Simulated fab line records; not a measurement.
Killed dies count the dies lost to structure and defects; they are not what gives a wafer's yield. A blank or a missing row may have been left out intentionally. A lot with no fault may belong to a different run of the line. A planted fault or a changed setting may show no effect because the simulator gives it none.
What tool caused it? | flow nand_harc | 6 lots, 17 wafers sampled, at 5 steps of a route of 1159

== WHAT THE GAUGES READ, wafer by wafer ==
NHARC_END_SORT_01.
lot  | measured     | on        | killed_at_array
L496 | day 23 22:50 | prober-01 | 20 12 672
L497 | day 24 17:32 | prober-01 | 50 675

== EACH LOT AND THE TOOL THAT RAN IT (in order: tool; ch and the chambers of the sampled wafers; start) ==
lot  | NHARC_A_STAIRCASE_DEP_322       | NHARC_A_STAIRCASE_DEP_325       | NHARC_A_STAIRCASE_ETCH_444         | NHARC_A_STAIRCASE_ETCHBACK_157
L480 | pecvd-04 ch 0,1, day 13 10:41   | pecvd-03 ch 0,2, day 13 18:40   | rie_diel-09 ch 0,3, day 14 02:22   | rie_diel-10 ch 0,1,3, day 14 06:27
L482 | pecvd-04 ch 0,1,2, day 13 22:40 | pecvd-01 ch 0,1,2, day 14 06:39 | rie_diel-09 ch 0,1,3, day 14 15:25 | rie_diel-10 ch 0,2,3, day 14 19:10
L484 | pecvd-01 ch 1,2, day 14 17:26   | pecvd-04 ch 0,1,2, day 15 01:16 | rie_diel-10 ch 0,1,3, day 15 09:11 | rie_diel-09 ch 1,3, day 15 13:09
L488 | pecvd-03 ch 0,2, day 15 10:41   | pecvd-03 ch 0,2, day 15 17:31   | rie_diel-01 ch 0,1,3, day 16 02:29 | rie_diel-10 ch 0,2,3, day 16 07:11
L496 | pecvd-01 ch 1,2, day 16 20:47   | pecvd-03 ch 0,1, day 17 04:01   | rie_diel-10 ch 0,2,3, day 17 11:54 | rie_diel-01 ch 0,1,2, day 17 16:10
L497 | pecvd-03 ch 1,2, day 17 23:16   | pecvd-01 ch 0,1, day 18 06:54   | rie_diel-10 ch 0,3, day 18 18:30   | rie_diel-10 ch 0,1, day 18 21:36
- NHARC_A_STAIRCASE_DEP_322: deposits SiO2, target thk 3800 nm.
- NHARC_A_STAIRCASE_DEP_325: deposits SiO2, target thk 3800 nm.
- NHARC_A_STAIRCASE_ETCH_444: etches the open film in C4F8/O2, target depth 10200 nm, time 3400 s.
- NHARC_A_STAIRCASE_ETCHBACK_157: etches the open film in CH3F/O2, target depth 90 nm, time 167.14 s.

== THE ANSWER, worked out from the rows above alone ==
Rule: what is usual is taken from the lots themselves. The widest of any qualifying gaps counts: lots, ordered by their means at a reading, are off when they make up no more than a third of the lots, leave a main group of 4 or more, and stand apart from it by 3 or more times the standard deviation of that group's means. A main group is skipped when, at the precision printed for the reading in the tables above, its means are all equal. Also off: a lot with no number at a reading for which 4 or more lots have one. Where the step has rows for the other lots, those lots are counted as sound.
None of the lots is off at any reading shown; this tells nothing.

== WHAT THE SIMULATOR PUT IN ==
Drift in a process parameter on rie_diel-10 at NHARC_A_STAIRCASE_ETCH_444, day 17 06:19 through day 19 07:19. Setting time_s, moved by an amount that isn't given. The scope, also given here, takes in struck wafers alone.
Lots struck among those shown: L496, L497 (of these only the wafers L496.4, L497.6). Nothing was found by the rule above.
